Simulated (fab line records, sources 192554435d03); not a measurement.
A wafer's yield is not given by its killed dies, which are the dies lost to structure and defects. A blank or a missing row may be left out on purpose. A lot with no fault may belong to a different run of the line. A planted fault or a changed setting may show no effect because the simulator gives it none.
What tool caused it? | flow n5-finfet | 22 lots, 66 wafers sampled, at 1 step of a route of 1938

## WHAT EACH GAUGE READ, for each wafer
N5_HKMG_FIN_CD_MEAS_49 targets a cd of 202 nm.
lot  | measured     | on        | cd-nm (nm)
L074 | day 3 23:01  | cd-sem-01 | 201.3 202.5 201.5
L076 | day 4 11:57  | cd-sem-03 | 202.7 202.8 201.7
L077 | day 4 18:59  | cd-sem-03 | 202.3 202.2 202.3
L079 | day 5 07:32  | cd-sem-02 | 202.7 203.0 202.8
L080 | day 5 11:20  | cd-sem-01 | 203.2 202.5 202.2
L081 | day 5 19:05  | cd-sem-02 | 203.1 203.3 202.1
L082 | day 6 02:13  | cd-sem-01 | 203.2 202.4 201.9
L083 | day 6 04:01  | cd-sem-03 | 202.5 203.4 203.0
L084 | day 6 15:02  | cd-sem-02 | 202.8 202.5 203.8
L085 | day 6 18:16  | cd-sem-01 | 203.1 202.9 203.1
L087 | day 8 04:05  | cd-sem-03 | 202.7 202.3 202.5
L086 | day 8 06:48  | cd-sem-01 | 201.4 201.5 202.5
L088 | day 8 07:00  | cd-sem-03 | 202.3 203.6 203.8
L089 | day 8 09:42  | cd-sem-01 | 203.0 203.4 202.6
L090 | day 8 09:53  | cd-sem-01 | 202.6 202.0 203.0
L093 | day 9 12:49  | cd-sem-03 | 201.7 201.5 201.5
L091 | day 9 17:11  | cd-sem-03 | 203.0 203.9 202.8
L094 | day 9 19:09  | cd-sem-02 | 202.3 201.2 202.3
L095 | day 9 20:57  | cd-sem-03 | 202.7 201.9 202.6
L092 | day 9 21:31  | cd-sem-03 | 202.3 202.3 201.7
L096 | day 9 23:52  | cd-sem-03 | 202.1 201.2 202.3
L097 | day 10 06:08 | cd-sem-02 | 203.0 203.3 202.7

## EACH LOT AND THE TOOL THAT RAN IT (in order: tool; ch and the chambers of the sampled wafers; start)
There is no process step in the record ahead of these readings.

## AS READ BY THE TOOLS THEMSELVES (means over the sampled wafers that have a number; for cases with no such wafer, the mark the record gives instead)
The record holds no such reading with a usual standard deviation.

## THE ANSWER, worked out from the rows above alone
Rule: the usual values come from the lots themselves. The widest of any qualifying gaps counts: lots, ordered by their means at a reading, are off when they make up no more than a third of the lots, leave a main group of 4 or more, and stand apart from it by 3 or more times the standard deviation of that group's means. Not used: any main group whose means are identical at the precision the tables above print for the reading. Also off: a lot with no number at a reading for which 4 or more lots have one. Where the step has rows for the other lots, those lots are counted as sound. The gauges are gone through in route order, then the tools' own readings, and for those a lot's mean is taken as printed above. The first step at which some lot is off is used, and at that step the reading that is off furthest; a lot without a number counts as furthest.
None of the lots is off at any reading shown; this tells nothing.

## WHAT THE SIMULATOR PUT IN
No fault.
